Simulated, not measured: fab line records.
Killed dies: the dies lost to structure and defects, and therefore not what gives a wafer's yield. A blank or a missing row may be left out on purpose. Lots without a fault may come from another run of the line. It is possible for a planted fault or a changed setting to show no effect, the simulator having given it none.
Comparing a struck lot with a sound one / flow nandHarc / 14 steps out of a route of 1302
Sound: wafers L352.1, L352.4, L352.6. Wafers L364.2, L364.5, L364.6 were the ones struck. Last of all comes the cause.
Per side, at each step with rows, come the tool, then ch with its chambers, and then its first start. Under that, the readings that differ: sound wafers / struck wafers / difference of the means / sigmas: that difference in standard deviations of wafers without a fault.
alike: readings with means less than 2 such deviations apart, plus words and numbers identical on both sides. not compared: withheld readings, readings lacking a value on some wafer, bounds such as >300 that could conceal the same value, and numbers that have no deviation in the record and whose values overlap.
Wherever a step has rows on one side only, a row that says differs or no value, or a row with sigmas, the two part there. Non-overlapping numbers with no deviation appear without sigmas and do not part them. A reading missing from all wafers of one side parts the sides only when that side holds two or more wafers.

first, 10 steps without rows for these wafers: NHARC_A_STAIRCASE_SRD_174; NHARC_A_STAIRCASE_DEHYDRATE_01 (time 120 s); NHARC_A_STAIRCASE_HMDS_02 (time 30 s); NHARC_A_STAIRCASE_COAT_03; NHARC_A_STAIRCASE_SOFTBAKE_04 (time 170 s); NHARC_A_STAIRCASE_EBR_05; NHARC_A_STAIRCASE_EXPOSE_06 (exposes mask STAIR); NHARC_A_STAIRCASE_PEB_07 (peb time 130 s); NHARC_A_STAIRCASE_DEVELOP_08 (time 140 s); NHARC_A_STAIRCASE_HARDBAKE_10 (time 140 s).
NHARC_A_STAIRCASE_DESCUM_11: chemistry O2, time 3 s.
  sound on rieDiel-10 ch 1,2,3, day 19 07:04; struck on rieDiel-04 ch 0,3, day 24 00:25
  alike: drypumpMotorCurrentA, mfcArSccm, oesProductAu, rfVppV, showerheadPlenumPTorr, throttleValvePct
  not compared: rfHoursCounterH
NHARC_A_STAIRCASE_TRIM_12: chemistry O2, time 211.2 s.
  sound on rieDiel-10 ch 1,2,3, day 19 07:12; struck on rieDiel-04 ch 1,2, day 24 00:29
  no value came back on the struck wafers for any of 8 readings (biasW (W), chamberPressureMTorr (mTorr) and others); on the sound wafers biasW (W) reads 0 0 0
  not compared: rfHoursCounterH
NHARC_A_STAIRCASE_ETCH_13: etches the open film in C4F8/O2, target depth 100 nm, time 40.5 s.
  sound on rieDiel-10 ch 1,2; struck on rieDiel-04 ch 0,1,2, day 24 00:42
  alike: oesProductAu, rfFwdPowerW, rfVppV
  not compared: rfHoursCounterH
-- record jumps: 10 days between struck wafers' starts before vs after; left off in module A_STAIRCASE, resumes in module END, first step shown is number 1302 of the route --
NHARC_END_SORT_01:
  sound on prober-01 ch 0, day 31 16:44; struck on prober-02 ch 0, day 33 14:56
reading=killedAtArray; sound=63 62 58; struck=672 669 672; difference=+610; sigmas=+34
reading=killedDies; sound=66 68 67; struck=677 677 677; difference=+610; sigmas=+34
  alike: killedAtOther, killedAtPeriphery, killedOpen, killedShort

## WHERE THEY PART
Last at NHARC_END_SORT_01 as far as this record goes, first at NHARC_A_STAIRCASE_TRIM_12.

WHY: the cause the simulator had injected
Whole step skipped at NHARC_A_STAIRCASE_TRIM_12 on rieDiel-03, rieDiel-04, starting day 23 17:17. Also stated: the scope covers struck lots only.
